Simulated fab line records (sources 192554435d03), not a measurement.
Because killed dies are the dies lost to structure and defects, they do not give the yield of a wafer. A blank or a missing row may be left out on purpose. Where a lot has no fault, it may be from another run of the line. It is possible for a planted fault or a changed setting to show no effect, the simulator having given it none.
fab line records    flow n5Finfet    part 1 of 2: steps 1 to 4 of 6
[record] lots = 21  wafers = 63  lastDay = 17
route steps=1938 shown BEOL_M0_SAQP@692 BEOL_M0@740 BEOL_M1@769
lots with no fault: from the same line, run without faults
startH: the number of hours between the record's first day and the start of the first shown wafer of the lot    waitH: hours since the lot's step before    " unchanged from the row above    L1.1+2: a single row standing in for several wafers    - no value present, or no start provided    * or withheld: withheld    < > ~ a bound
route shown NAME@n: a module of which the file shows steps, and the number in the route of the first    usual: the fault-free wafers' mean and standard deviation    same: alike in all rows    chamber/n: place in a boat    sites: the reading at each site    _std_site: standard deviation across them    _edge_site: outer sites' mean less inner sites'    radiusMm: how far each site lies from the wafer's centre    mask NAME#n: copy n    behind: the most recent tool/chamber to have shaped the wafer    hold: reason for holding the lot/hours on hold/outcome of the hold    device: which transistor (n, p or np) failed to switch    end of line: tests run on the same wafers once the route is complete    a step given without rows: its recipe and nothing more    killed: count of dies lost to structure and defects at first sort (not the wafer's yield)    map: dies across one wafer; x = killed, . = not, _ = none there
set.NAME: the setting as run; set.NAME@STEP: as run at that earlier step    model.NAME: the simulator's own value behind a step, which no gauge read
a sample of lots followed through the steps of the route, with each step as a table and each wafer as a row
services: a tool's chamber out of use, with start hour (startH, from the record's first day; less than 0 if before it), hours out, and reason
[[steps]]
[step N5_BEOL_M0_SAQP_DESCUM_45]
[recipe] chemistry = O2  timeS = 7  sourcePowerW = 50  biasPowerW = 20  pressureMtorr = 20  rfFrequencyHz = 2.712e+07  tempC = 40  resist = CAR-EUV  o2FlowSccm = 225
[usual] drypumpMotorCurrentA = 5.7/0.37  oesProductAu = 0.76/0.076  rfVppV = 243.0/1.3  showerheadPlenumPTorr = 2.07/0.062  throttleValvePct = 20.46/0.21
[same] timeS = 7
lot.wafer  tool        chamber  startH  waitH  drypumpMotorCurrentA  oesProductAu  rfHoursCounterH  rfVppV  showerheadPlenumPTorr  throttleValvePct
L074.1     rieDiel-01  2        112.09  0.0    6.3                   0.77          130              241.1   2.00                   20.26
L074.3     "           3        "       "      5.4                   0.74          150              242.8   2.09                   20.45
L074.5     "           0        "       "      5.6                   0.70          -                242.4   2.09                   20.52
L075.2     rieDiel-01  0        119.99  0.0    5.7                   0.70          221              242.5   2.09                   20.53
L075.4     "           3        "       "      5.4                   0.73          153              243.7   2.09                   20.44
L075.6     "           3        "       "      5.4                   0.74          -                243.2   2.09                   20.45
L076.2     rieDiel-03  1        126.44  0.0    6.2                   0.77          151              244.9   2.15                   20.59
L076.4     "           3        "       "      5.7                   0.74          175              241.7   2.00                   20.51
L076.6     "           3        "       "      5.7                   0.74          -                240.7   2.00                   20.51
L077.1     rieDiel-02  2        132.43  0.0    5.2                   0.70          182              243.3   2.09                   20.65
L077.2     "           0        "       "      6.3                   0.75          185              242.8   2.04                   20.58
L077.6     "           2        "       "      5.1                   0.70          -                243.2   2.09                   20.63
L078.1     rieDiel-01  3        135.70  0.1    5.5                   0.74          158              241.6   2.09                   20.47
L078.4     "           0        "       "      5.6                   0.70          226              241.0   2.09                   20.55
L078.6     "           2        "       "      6.3                   0.76          -                242.9   2.00                   20.28
L079.1     rieDiel-01  1        138.62  0.4    5.5                   0.74          174              242.5   2.08                   20.54
L079.2     "           2        "       "      6.2                   0.76          138              241.9   2.00                   20.27
L079.3     "           3        "       "      5.4                   0.73          159              244.4   2.09                   20.45
L080.1     rieDiel-02  3        146.69  0.0    5.4                   0.82          80               244.1   2.10                   19.89
L080.5     "           0        "       "      6.3                   0.74          -                243.8   2.04                   20.56
L080.6     "           1        "       "      5.7                   0.96          -                241.7   2.06                   20.19
L081.1     rieDiel-02  2        157.06  0.1    5.2                   0.71          189              244.0   2.09                   20.65
L081.5     "           1        "       "      5.8                   0.96          -                243.0   2.06                   20.19
L081.6     "           2        "       "      5.2                   0.70          -                243.0   2.08                   20.63
L082.1     rieDiel-02  0        160.94  0.2    6.2                   0.73          193              242.6   2.04                   20.58
L082.3     "           3        "       "      5.3                   0.80          84               243.6   2.10                   19.89
L082.5     "           1        "       "      5.8                   0.96          -                240.8   2.06                   20.20
L084.1     rieDiel-01  3        175.36  0.2    5.4                   0.72          169              242.0   2.09                   20.47
L084.3     "           2        "       "      6.3                   0.75          148              242.3   2.00                   20.29
L084.4     "           1        "       "      5.5                   0.73          185              244.7   2.08                   20.56
L086.1     rieDiel-03  0        190.32  0.1    5.7                   0.73          188              243.8   2.20                   20.71
L086.3     "           3        "       "      5.7                   0.73          195              241.8   2.00                   20.54
L086.5     "           3        "       "      5.7                   0.72          -                241.8   2.00                   20.51
L087.1     rieDiel-01  2        192.80  0.0    6.3                   0.75          154              241.7   2.00                   20.31
L087.2     "           3        "       "      5.4                   0.72          171              242.7   2.09                   20.47
L087.3     "           1        "       "      5.5                   0.73          191              242.8   2.08                   20.54
L088.3     rieDiel-01  1        194.84  0.0    5.5                   0.72          192              243.1   2.08                   20.56
L088.5     "           3        "       "      5.4                   0.74          -                242.3   2.08                   20.49
L088.6     "           2        "       "      6.3                   0.75          -                241.0   2.00                   20.29
L089.1     rieDiel-02  1        203.05  0.0    5.8                   0.93          29               242.1   2.05                   20.23
L089.2     "           2        "       "      5.2                   0.69          204              243.7   2.08                   20.66
L089.5     "           2        "       "      5.2                   0.69          -                241.4   2.08                   20.66
L090.2     rieDiel-01  2        206.95  0.0    6.2                   0.74          159              241.3   1.99                   20.30
L090.4     "           3        "       "      5.4                   0.72          -                243.8   2.08                   20.48
L090.6     "           1        "       "      5.5                   0.72          -                242.4   2.08                   20.55
L091.1     rieDiel-03  3        212.08  0.1    5.8                   0.72          203              241.2   1.99                   20.54
L091.2     "           0        "       "      5.7                   0.72          196              243.4   2.19                   20.72
L091.6     "           2        "       "      6.0                   1.00          -                246.0   2.24                   20.54
L092.1     rieDiel-03  1        219.61  0.0    6.3                   0.74          180              244.4   2.14                   20.62
L092.2     "           2        "       "      6.0                   0.98          5                245.1   2.24                   20.55
L092.3     "           0        "       "      5.7                   0.72          197              243.0   2.19                   20.73
L093.1     rieDiel-01  3        228.58  0.0    5.4                   0.71          186              242.7   2.08                   20.51
L093.2     "           1        "       "      5.5                   0.72          206              245.8   2.07                   20.58
L093.3     "           2        "       "      6.3                   0.74          169              241.9   1.99                   20.32
L094.2     rieDiel-03  3        234.21  0.0    5.7                   0.71          210              240.7   1.99                   20.56
L094.3     "           1        "       "      6.2                   0.74          183              245.2   2.14                   20.64
L094.5     "           0        "       "      5.7                   0.72          -                243.5   2.19                   20.73
L096.2     rieDiel-01  2        250.18  0.7    6.3                   0.73          177              241.8   1.99                   20.33
L096.3     "           1        "       "      5.5                   0.72          215              242.8   2.07                   20.58
L096.6     "           3        "       "      5.4                   0.71          -                243.7   2.08                   20.51
L097.1     rieDiel-02  1        250.29  0.7    5.7                   0.88          45               243.8   2.05                   20.25
L097.3     "           3        "       "      5.4                   0.77          112              244.6   2.09                   19.93
L097.6     "           1        "       "      5.8                   0.89          -                242.4   2.05                   20.24
[step N5_BEOL_M0_SAQP_ETCH_49]
[recipe] chemistry = CF4/O2  targetDepthA = 370  target = SiO2  pressureMtorr = 40  sourceW = 535  biasW = 49  Ar_flow_sccm = 100  cf4FlowSccm = 100  O2_flow_sccm = 10  ionEnergyEv = 100
[usual] O2_flow_sccm = 10.00/0.031  drypumpMotorCurrentA = 5.7/0.37  oesProductAu = 0.75/0.066  rfVppV = 241/8.9  showerheadPlenumPTorr = 2.19/0.062  throttleValvePct = 15.94/0.25
lot.wafer  tool        chamber  startH  waitH  O2_flow_sccm  drypumpMotorCurrentA  oesProductAu  rfHoursCounterH  rfVppV  showerheadPlenumPTorr  throttleValvePct
L074.1     rieDiel-03  1        113.43  0.3    10.00         6.3                   0.77          148              244     2.30                   16.19
L074.3     "           2        "       "      10.00         6.0                   0.70          229              237     2.07                   16.15
L074.5     "           0        "       "      10.01         5.7                   0.74          -                252     2.27                   15.85
L075.2     rieDiel-01  2        120.89  0.4    9.98          6.3                   0.78          133              251     2.13                   15.81
L075.4     "           0        "       "      10.09         5.6                   0.70          222              248     2.18                   15.82
L075.6     "           0        "       "      10.08         5.6                   0.70          -                251     2.18                   15.84
L076.2     rieDiel-02  2        127.26  0.3    9.99          5.2                   0.69          181              243     2.18                   16.03
L076.4     "           1        "       "      9.98          5.8                   0.97          6                246     2.18                   15.63
L076.6     "           2        "       "      9.99          5.1                   0.70          -                242     2.18                   16.02
L077.1     rieDiel-02  3        133.25  0.3    10.00         5.4                   0.82          76               242     2.21                   15.35
L077.2     "           2        "       "      10.00         5.1                   0.70          183              242     2.18                   16.04
L077.6     "           0        "       "      9.97          6.3                   0.74          -                231     2.21                   16.27
L078.1     rieDiel-01  0        136.51  0.3    9.95          5.6                   0.70          226              249     2.18                   15.84
L078.4     "           1        "       "      10.00         5.4                   0.74          174              232     2.21                   16.08
L078.6     "           3        "       "      9.99          5.4                   0.74          -                245     2.21                   15.96
L079.1     rieDiel-01  2        139.53  0.4    9.99          6.3                   0.77          139              253     2.12                   15.84
L079.2     "           3        "       "      10.01         5.4                   0.73          159              244     2.21                   15.97
L079.3     "           1        "       "      10.01         5.5                   0.74          175              232     2.21                   16.09
L080.1     rieDiel-03  1        147.68  0.3    10.01         6.3                   0.76          158              242     2.30                   16.22
L080.5     "           2        "       "      10.04         6.0                   0.68          -                237     2.07                   16.17
L080.6     "           3        "       "      10.09         5.7                   0.74          -                226     2.10                   15.88
L081.1     rieDiel-03  1        157.87  0.3    9.98          6.2                   0.76          160              245     2.30                   16.20
L081.5     "           3        "       "      9.95          5.7                   0.74          -                228     2.10                   15.87
L081.6     "           2        "       "      10.08         6.0                   0.69          -                237     2.07                   16.18
L082.1     rieDiel-02  0        161.81  0.3    9.93          6.3                   0.73          193              230     2.21                   16.33
L082.3     "           1        "       "      10.02         5.8                   0.93          17               245     2.18                   15.67
L082.5     "           1        "       "      9.99          5.8                   0.93          -                246     2.18                   15.67
L084.1     rieDiel-03  0        176.17  0.3    9.98          5.7                   0.73          183              254     2.27                   15.87
L084.3     "           2        "       "      10.04         6.0                   0.68          248              237     2.07                   16.21
L084.4     "           1        "       "      9.97          6.2                   0.75          166              244     2.29                   16.21
L086.1     rieDiel-03  1        191.28  0.3    10.02         6.3                   0.75          172              244     2.29                   16.24
L086.3     "           0        "       "      10.00         5.7                   0.72          188              252     2.26                   15.91
L086.5     "           3        "       "      9.98          5.7                   0.74          -                226     2.10                   15.92
L087.1     rieDiel-03  3        193.64  0.3    9.99          5.8                   0.73          196              226     2.10                   15.91
L087.2     "           0        "       "      9.99          5.7                   0.73          189              254     2.27                   15.90
L087.3     "           1        "       "      9.98          6.2                   0.74          172              245     2.29                   16.23
L088.3     rieDiel-02  2        195.65  0.3    10.01         5.1                   0.70          201              242     2.18                   16.07
L088.5     "           0        "       "      9.96          6.3                   0.71          -                231     2.21                   16.32
L088.6     "           1        "       "      10.02         5.7                   0.92          -                245     2.18                   15.69
L089.1     rieDiel-01  3        204.25  0.3    10.01         5.4                   0.72          176              243     2.21                   15.99
L089.2     "           2        "       "      10.00         6.3                   0.76          158              253     2.12                   15.86
L089.5     "           1        "       "      10.03         5.5                   0.73          -                230     2.20                   16.10
L090.2     rieDiel-01  1        207.76  0.3    10.01         5.5                   0.72          197              231     2.20                   16.13
L090.4     "           2        "       "      10.02         6.3                   0.75          -                253     2.12                   15.88
L090.6     "           3        "       "      10.03         5.4                   0.74          -                245     2.21                   16.00
L091.1     rieDiel-02  3        213.41  0.3    9.99          5.4                   0.79          99               243     2.20                   15.38
L091.2     "           0        "       "      9.94          6.3                   0.71          207              231     2.21                   16.32
L091.6     "           0        "       "      10.00         6.3                   0.72          -                230     2.21                   16.33
L092.1     rieDiel-03  2        220.91  0.3    10.01         6.0                   0.98          6                242     2.32                   15.76
L092.2     "           3        "       "      9.96          5.7                   0.72          206              224     2.09                   15.92
L092.3     "           0        "       "      9.98          5.7                   0.71          198              253     2.26                   15.91
L093.1     rieDiel-02  2        230.16  0.3    10.03         5.1                   0.68          214              244     2.17                   16.10
L093.2     "           3        "       "      9.98          5.3                   0.79          104              241     2.20                   15.41
L093.3     "           1        "       "      10.03         5.7                   0.90          38               245     2.17                   15.71
L094.2     rieDiel-01  1        235.16  0.3    9.97          5.5                   0.71          208              232     2.20                   16.14
L094.3     "           3        "       "      10.04         5.4                   0.72          188              245     2.20                   16.02
L094.5     "           1        "       "      9.97          5.5                   0.72          -                231     2.20                   16.15
L096.2     rieDiel-01  3        251.01  0.3    9.94          5.4                   0.72          196              245     2.20                   16.05
L096.3     "           1        "       "      9.98          5.5                   0.71          215              230     2.20                   16.15
L096.6     "           2        "       "      9.96          6.2                   0.74          -                252     2.11                   15.91
L097.1     rieDiel-01  0        251.13  0.3    10.08         5.6                   0.69          245              249     2.18                   15.88
L097.3     "           3        "       "      9.97          5.4                   0.71          196              243     2.20                   16.05
L097.6     "           2        "       "      10.00         6.2                   0.73          -                253     2.11                   15.92
[step N5_BEOL_M0_SPUTTER_141]
[recipe] material = Cu  targetThkA = 40  tempC = -20  chamberPressurePa = 0.07  powerW = withheld  timeS = 7.37
[usual] chamberPressurePa = 0.07/0.00014  throttleValvePct = 29.8/0.75
[same] timeS = 7.37
lot.wafer  tool           chamber  startH  waitH  chamberPressurePa  throttleValvePct
L074.1     pvdSputter-01  -        118.13  0.0    0.06994            29.4
L074.3     "              -        "       "      0.06992            30.4
L074.5     "              -        "       "      0.07006            29.6
L075.2     pvdSputter-02  -        126.29  0.0    0.07026            28.2
L075.4     "              -        "       "      0.07007            30.0
L075.6     "              -        "       "      0.07018            28.6
L076.2     pvdSputter-03  -        132.11  0.0    0.06999            29.3
L076.4     "              -        "       "      0.07011            30.9
L076.6     "              -        "       "      0.07022            29.1
L077.1     pvdSputter-02  -        137.71  0.0    0.0702             29.6
L077.2     "              -        "       "      0.06989            31.0
L077.6     "              -        "       "      0.06973            29.6
L078.1     pvdSputter-02  -        140.31  0.0    0.06998            31.0
L078.4     "              -        "       "      0.07001            30.0
L078.6     "              -        "       "      0.07018            31.0
L079.1     pvdSputter-01  -        146.52  0.0    0.07038            30.2
L079.2     "              -        "       "      0.07002            30.8
L079.3     "              -        "       "      0.06981            29.6
L080.1     pvdSputter-02  -        155.61  0.0    0.07009            28.5
L080.5     "              -        "       "      0.0699             28.4
L080.6     "              -        "       "      0.07009            29.6
L081.1     pvdSputter-03  -        163.46  0.0    0.0698             28.8
L081.5     "              -        "       "      0.07006            28.8
L081.6     "              -        "       "      0.06997            29.7
L082.1     pvdSputter-02  -        167.05  0.0    0.06991            29.4
L082.3     "              -        "       "      0.06976            31.1
L082.5     "              -        "       "      0.07011            28.6
L084.1     pvdSputter-03  -        181.87  0.0    0.07012            28.9
L084.3     "              -        "       "      0.07004            30.8
L084.4     "              -        "       "      0.06991            30.2
L086.1     pvdSputter-02  -        197.75  0.0    0.07018            29.7
L086.3     "              -        "       "      0.06989            28.2
L086.5     "              -        "       "      0.07003            30.7
L088.3     pvdSputter-03  -        198.98  0.0    0.06999            30.0
L088.5     "              -        "       "      0.07026            29.8
L088.6     "              -        "       "      0.06997            29.1
L087.1     pvdSputter-01  -        199.26  0.0    0.07012            30.1
L087.2     "              -        "       "      0.0699             29.5
L087.3     "              -        "       "      0.07004            29.4
L089.1     pvdSputter-02  -        209.85  0.0    0.06984            29.7
L089.2     "              -        "       "      0.07009            29.6
L089.5     "              -        "       "      0.06988            29.5
L090.2     pvdSputter-03  -        212.43  0.0    0.06989            30.1
L090.4     "              -        "       "      0.07003            29.3
L090.6     "              -        "       "      0.07004            30.3
L091.1     pvdSputter-01  -        217.30  0.0    0.06997            30.3
L091.2     "              -        "       "      0.06982            29.1
L091.6     "              -        "       "      0.06994            29.4
L092.1     pvdSputter-02  -        224.92  0.0    0.06991            29.5
L092.2     "              -        "       "      0.06978            29.8
L092.3     "              -        "       "      0.07017            31.2
L093.1     pvdSputter-03  -        236.23  0.0    0.06995            30.9
L093.2     "              -        "       "      0.06981            28.8
L093.3     "              -        "       "      0.07011            30.0
L094.2     pvdSputter-03  -        239.41  0.0    0.06994            30.2
L094.3     "              -        "       "      0.07014            29.2
L094.5     "              -        "       "      0.0699             30.1
L096.2     pvdSputter-02  -        260.76  0.0    0.0699             30.8
L096.3     "              -        "       "      0.07013            29.4
L096.6     "              -        "       "      0.06972            29.4
L097.1     pvdSputter-03  -        262.62  0.0    0.06991            30.9
L097.3     "              -        "       "      0.06992            30.3
L097.6     "              -        "       "      0.07012            30.2
[step N5_BEOL_M0_ANNEAL_119]
[recipe] tempC = 225  timeS = 90  ambient = N2
[usual] annealTempC = 224.94/0.16  wafer_temp_C_max = 226.01/0.26
[same] timeS = 90
lot.wafer  tool          chamber  startH  waitH  annealTempC  wafer_temp_C_max
L074.1     rtpAnneal-01  0        118.81  0.5    224.96       226.13
L074.3     "             0        "       "      225.19       225.90
L074.5     "             0        "       "      225.10       226.13
L075.2     rtpAnneal-02  0        126.60  0.2    225.14       226.10
L075.4     "             0        "       "      224.79       226.44
L075.6     "             0        "       "      224.82       226.21
L076.2     rtpAnneal-01  0        132.35  0.1    224.86       225.84
L076.4     "             0        "       "      224.94       225.80
L076.6     "             0        "       "      224.83       225.87
L077.1     rtpAnneal-01  0        137.90  0.1    224.81       225.81
L077.2     "             0        "       "      225.04       226.31
L077.6     "             0        "       "      225.09       225.63
L078.1     rtpAnneal-02  0        140.50  0.1    224.95       225.98
L078.4     "             0        "       "      225.00       225.88
L078.6     "             0        "       "      224.94       225.92
L079.1     rtpAnneal-01  0        146.72  0.1    224.72       225.85
L079.2     "             0        "       "      224.75       226.29
L079.3     "             0        "       "      224.71       226.62
L080.1     rtpAnneal-02  0        155.81  0.1    224.93       226.03
L080.5     "             0        "       "      225.15       225.64
L080.6     "             0        "       "      224.89       225.95
L081.1     rtpAnneal-01  0        163.65  0.1    225.10       225.84
L081.5     "             0        "       "      225.15       225.86
L081.6     "             0        "       "      225.25       225.55
L082.1     rtpAnneal-01  0        167.31  0.1    224.65       225.79
L082.3     "             0        "       "      224.92       225.96
L082.5     "             0        "       "      224.99       225.33
L084.1     rtpAnneal-01  0        182.07  0.1    224.97       225.97
L084.3     "             0        "       "      224.97       226.09
L084.4     "             0        "       "      224.96       226.25
L086.1     rtpAnneal-01  0        198.43  0.5    224.98       226.58
L086.3     "             0        "       "      224.99       226.03
L086.5     "             0        "       "      224.95       225.87
L088.3     rtpAnneal-01  0        201.04  1.9    224.80       225.66
L088.5     "             0        "       "      224.95       225.61
L088.6     "             0        "       "      224.89       225.71
L087.1     rtpAnneal-01  0        201.22  1.8    225.04       225.97
L087.2     "             0        "       "      224.79       225.89
L087.3     "             0        "       "      224.93       225.91
L089.1     rtpAnneal-02  0        210.06  0.1    224.92       226.07
L089.2     "             0        "       "      225.31       226.01
L089.5     "             0        "       "      225.15       225.79
L090.2     rtpAnneal-02  0        212.67  0.1    225.10       226.13
L090.4     "             0        "       "      225.35       225.75
L090.6     "             0        "       "      224.97       226.05
L091.1     rtpAnneal-02  0        217.53  0.1    225.03       226.05
L091.2     "             0        "       "      225.14       225.46
L091.6     "             0        "       "      225.04       225.90
L092.1     rtpAnneal-01  0        225.21  0.2    224.86       226.08
L092.2     "             0        "       "      224.86       226.42
L092.3     "             0        "       "      225.05       226.15
L093.1     rtpAnneal-01  0        236.42  0.1    224.61       226.46
L093.2     "             0        "       "      224.81       226.14
L093.3     "             0        "       "      224.63       226.45
L094.2     rtpAnneal-02  0        239.65  0.1    224.89       226.27
L094.3     "             0        "       "      224.83       225.88
L094.5     "             0        "       "      225.13       225.99
L096.2     rtpAnneal-01  0        261.19  0.3    224.97       225.89
L096.3     "             0        "       "      225.14       226.05
L096.6     "             0        "       "      224.93       226.50
L097.1     rtpAnneal-01  0        262.92  0.2    224.99       225.90
L097.3     "             0        "       "      224.90       225.89
L097.6     "             0        "       "      225.16       225.83
